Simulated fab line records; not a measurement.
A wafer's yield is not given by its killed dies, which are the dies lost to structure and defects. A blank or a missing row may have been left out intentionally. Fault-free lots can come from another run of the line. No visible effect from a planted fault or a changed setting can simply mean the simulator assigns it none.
Which of the tools did it? | flow nandHarc | Sampling: 11 lots, 33 wafers, 5 of 1302 route steps

## WHAT THE GAUGES SHOWED, per wafer
NHARC_END_SORT_01. Usual: killedAtArray 55, standard deviation 22; killedAtOther 1.1, standard deviation 1.4; killedAtPeriphery 4, standard deviation 3.2; killedDies 59, standard deviation 22; killedOpen 3.3, standard deviation 1.8; killedShort 2.5, standard deviation 1.5.
lot  | measured     | on        | killedAtArray | killedAtOther | killedAtPeriphery | killedDies  | killedOpen | killedShort | flag
L874 | day 26 09:32 | prober-01 | 66 48 47      | 1 3 0         | 4 1 0             | 71 52 47    | 11 4 1     | 3 3 6       | 
L882 | day 30 09:01 | prober-01 | 670 671 664   | 2 0 1         | 5 6 12            | 677 677 677 | 5 1 5      | 2 3 0       | OFF
L884 | day 30 16:48 | prober-02 | 669 674 675   | 0 0 0         | 8 3 2             | 677 677 677 | 4 4 4      | 4 4 4       | OFF

## WHICH TOOL RAN EACH LOT (tool, then ch and the chambers of the sampled wafers, then the start)
lot  | NHARC_A_CONTACT_ETCH_49                      | NHARC_A_CONTACT_ETCH_111           | NHARC_A_CONTACT_ETCH_112           | NHARC_A_CONTACT_ETCH_115
L871 | rieDiel-13 ch 0,3, day 22 04:44 or earlier   | harCapEtch-03 ch 0,1, day 22 04:44 | harCapEtch-03 ch 0,1, day 22 04:56 | harCapEtch-03 ch 0,1, day 22 05:26
L872 | rieDiel-06 ch 1,2,3, day 22 07:14 or earlier | harCapEtch-02 ch 0,1, day 22 07:14 | harCapEtch-02 ch 0,1, day 22 07:26 | harCapEtch-02 ch 0,1, day 22 07:56
L873 | rieDiel-06 ch 1,2,3, day 22 21:07 or earlier | harCapEtch-02 ch 1, day 22 21:07   | harCapEtch-02 ch 1, day 22 21:19   | harCapEtch-02 ch 1, day 22 21:49
L874 | rieDiel-06 ch 0,1, day 23 10:28 or earlier   | harCapEtch-01 ch 0,1, day 23 10:28 | harCapEtch-01 ch 0,1, day 23 10:40 | harCapEtch-01 ch 0,1, day 23 11:10
L876 | rieDiel-12 ch 0,2,3, day 24 10:23 or earlier | harCapEtch-03 ch 0, day 24 10:23   | harCapEtch-03 ch 0, day 24 10:36   | harCapEtch-03 ch 0, day 24 11:07
L879 | rieDiel-06 ch 1,3, day 25 09:10 or earlier   | harCapEtch-02 ch 0,1, day 25 09:10 | harCapEtch-02 ch 0,1, day 25 09:22 | harCapEtch-02 ch 0,1, day 25 09:53
L882 | rieDiel-13 ch 0,3, day 27 05:58 or earlier   | harCapEtch-03 ch 0,1, day 27 05:58 | harCapEtch-03 ch 0,1, day 27 06:10 | harCapEtch-03 ch 0,1, day 27 06:40
L884 | rieDiel-12 ch 0,2,3, day 27 14:38 or earlier | harCapEtch-02 ch 0,1, day 27 14:38 | harCapEtch-02 ch 0,1, day 27 14:54 | harCapEtch-02 ch 0,1, day 27 15:35
L883 | rieDiel-06 ch 1,2, day 27 21:14 or earlier   | harCapEtch-02 ch 0,1, day 27 21:14 | harCapEtch-02 ch 0,1, day 27 21:29 | harCapEtch-02 ch 0,1, day 27 22:10
L886 | rieDiel-13 ch 0,1,2, day 28 05:56 or earlier | harCapEtch-01 ch 0,1, day 28 05:56 | harCapEtch-01 ch 0,1, day 28 06:08 | harCapEtch-01 ch 0,1, day 28 06:39
L892 | rieDiel-12 ch 1,2, day 30 21:56 or earlier   | harCapEtch-02 ch 0,1, day 30 21:56 | harCapEtch-02 ch 0,1, day 30 22:08 | harCapEtch-02 ch 0,1, day 30 22:38
- NHARC_A_CONTACT_ETCH_49: etches the open film in N2/H2, target depth 260 nm, time 475.3 s.
- NHARC_A_CONTACT_ETCH_111: etches the open film in C4F8/O2/Ar, time 140 s, target depth 700 nm.
- NHARC_A_CONTACT_ETCH_112: etches the open film in C4F8/O2/Ar, time 190 s, target depth 1850 nm.
- NHARC_A_CONTACT_ETCH_115: etches the open film in C4F8/O2/Ar, time 190 s, target depth 1850 nm.

## AS READ BY THE TOOLS THEMSELVES (means over the sampled wafers that have a number; for cases with no such wafer, the mark the record gives instead)
NHARC_A_CONTACT_ETCH_49. Usual: value, then standard deviation, for each; biasW 150.0 W / 0.44; chamberPressureMTorr 30.001 mTorr / 0.027; drypumpMotorCurrentA 5.4 A / 0.42; oesProductAu 1.000 a.u. / 0.01; rfVppV 429.4 V / 2.9; showerheadPlenumPTorr 2.00 Torr / 0.098; throttleValvePct 14.172 % / 0.0093.
lot  | tool       | biasW (W) | chamberPressureMTorr (mTorr) | drypumpMotorCurrentA (A) | oesProductAu (a.u.) | rfVppV (V) | showerheadPlenumPTorr (Torr) | throttleValvePct (%) | flag
L871 | rieDiel-13 | 150.3     | 29.997                       | 5.3                      | 0.997               | 429.9      | 2.02                         | 14.165               | 
L872 | rieDiel-06 | 150.4     | 30.012                       | 5.2                      | 1.000               | 430.4      | 2.02                         | 14.162               | 
L873 | rieDiel-06 | 150.2     | 29.994                       | 5.2                      | 0.995               | 430.6      | 2.02                         | 14.177               | 
L874 | rieDiel-06 | 149.9     | 30.020                       | 5.3                      | 1.007               | 431.4      | 2.09                         | 14.178               | 
L876 | rieDiel-12 | 149.6     | 29.988                       | 5.9                      | 1.006               | 430.1      | 2.06                         | 14.166               | 
L879 | rieDiel-06 | 150.2     | 30.023                       | 5.3                      | 0.997               | 429.1      | 1.98                         | 14.169               | 
L882 | rieDiel-13 | 149.8     | 29.975                       | 5.5                      | 0.993               | 429.3      | 2.00                         | 14.167               | 
L884 | rieDiel-12 | 150.0     | 30.022                       | 5.9                      | 1.020               | 430.8      | 2.05                         | 14.173               | 
L883 | rieDiel-06 | 149.7     | 30.016                       | 5.0                      | 0.995               | 429.7      | 2.04                         | 14.174               | 
L886 | rieDiel-13 | 149.8     | 29.993                       | 5.2                      | 0.997               | 429.4      | 2.01                         | 14.174               | 
L892 | rieDiel-12 | 149.9     | 29.993                       | 5.8                      | 1.011               | 426.1      | 1.89                         | 14.168               | 

NHARC_A_CONTACT_ETCH_111. Usual: chamberPressureMTorr 20.001 mTorr, standard deviation 0.019; oesAirLineAu 0.998 a.u., standard deviation 0.022.
lot  | tool          | chamberPressureMTorr (mTorr) | oesAirLineAu (a.u.) | flag
L871 | harCapEtch-03 | 19.997                       | 0.998               | 
L872 | harCapEtch-02 | 20.000                       | 1.003               | 
L873 | harCapEtch-02 | 20.008                       | 1.020               | 
L874 | harCapEtch-01 | 19.992                       | 0.980               | 
L876 | harCapEtch-03 | 19.986                       | 0.960               | 
L879 | harCapEtch-02 | 19.995                       | 1.005               | 
L882 | harCapEtch-03 | 20.025                       | 0.987               | 
L884 | harCapEtch-02 | 19.999                       | 0.990               | 
L883 | harCapEtch-02 | 20.028                       | 0.991               | 
L886 | harCapEtch-01 | 19.990                       | 1.001               | 
L892 | harCapEtch-02 | 19.995                       | 1.000               | 

NHARC_A_CONTACT_ETCH_112. Usual: chamberPressureMTorr 20.000 mTorr, standard deviation 0.02; oesAirLineAu 0.997 a.u., standard deviation 0.021.
lot  | tool          | chamberPressureMTorr (mTorr) | oesAirLineAu (a.u.) | flag
L871 | harCapEtch-03 | 19.986                       | 0.997               | 
L872 | harCapEtch-02 | 20.018                       | 0.999               | 
L873 | harCapEtch-02 | 19.993                       | 0.984               | 
L874 | harCapEtch-01 | 20.003                       | 0.992               | 
L876 | harCapEtch-03 | 19.992                       | 0.991               | 
L879 | harCapEtch-02 | 19.997                       | 0.977               | 
L882 | harCapEtch-03 | 20.002                       | 0.984               | 
L884 | harCapEtch-02 | 20.000                       | 0.989               | 
L883 | harCapEtch-02 | 20.009                       | 0.999               | 
L886 | harCapEtch-01 | 20.007                       | 0.998               | 
L892 | harCapEtch-02 | 19.990                       | 0.999               | 

NHARC_A_CONTACT_ETCH_115. Usual: chamberPressureMTorr 20.000 mTorr, standard deviation 0.018; oesAirLineAu 0.998 a.u., standard deviation 0.02.
lot  | tool          | chamberPressureMTorr (mTorr) | oesAirLineAu (a.u.) | flag
L871 | harCapEtch-03 | 20.003                       | 0.978               | 
L872 | harCapEtch-02 | 20.007                       | 1.014               | 
L873 | harCapEtch-02 | 19.989                       | 0.981               | 
L874 | harCapEtch-01 | 20.015                       | 1.002               | 
L876 | harCapEtch-03 | 20.006                       | 1.014               | 
L879 | harCapEtch-02 | 20.004                       | 0.999               | 
L882 | harCapEtch-03 | -                            | -                   | OFF
L884 | harCapEtch-02 | -                            | -                   | OFF
L883 | harCapEtch-02 | 20.000                       | 1.013               | 
L886 | harCapEtch-01 | 20.011                       | 0.992               | 
L892 | harCapEtch-02 | 20.001                       | 0.991               | 

## THE ANSWER, worked out from the rows above alone
Rule: lot off if the mean of its wafers having a number is beyond 3 standard deviations from the usual mean. Also off: a lot with no number at a reading for which 4 or more lots have one. The other lots that the step has rows for count as sound. After the gauges, taken in route order, come the tools' own readings; for these a lot's mean is taken, as printed above. At the first step where some lot is off, the reading lying furthest off is the one used; lots without a number count as furthest.
Off: L882, L884, at NHARC_END_SORT_01 (killedDies). Neither off nor sound, because the step has no rows for them: L871, L872, L873, L876, L879, L883, L886, L892.
A tool fits if, at a process step before that reading, it ran every lot that is off, and no sound lot after the first of them. Not tried: the gauges at NHARC_END_SORT_01; whatever is off there is also off at NHARC_A_CONTACT_ETCH_115, on other tools, and gauge error can't account for it. NHARC_A_CONTACT_ETCH_49 gives no start for some lots, so the hours and the order of its lots are those of NHARC_A_CONTACT_ETCH_111. Of those tried, none fits.

## WHAT THE SIMULATOR HAD PUT IN
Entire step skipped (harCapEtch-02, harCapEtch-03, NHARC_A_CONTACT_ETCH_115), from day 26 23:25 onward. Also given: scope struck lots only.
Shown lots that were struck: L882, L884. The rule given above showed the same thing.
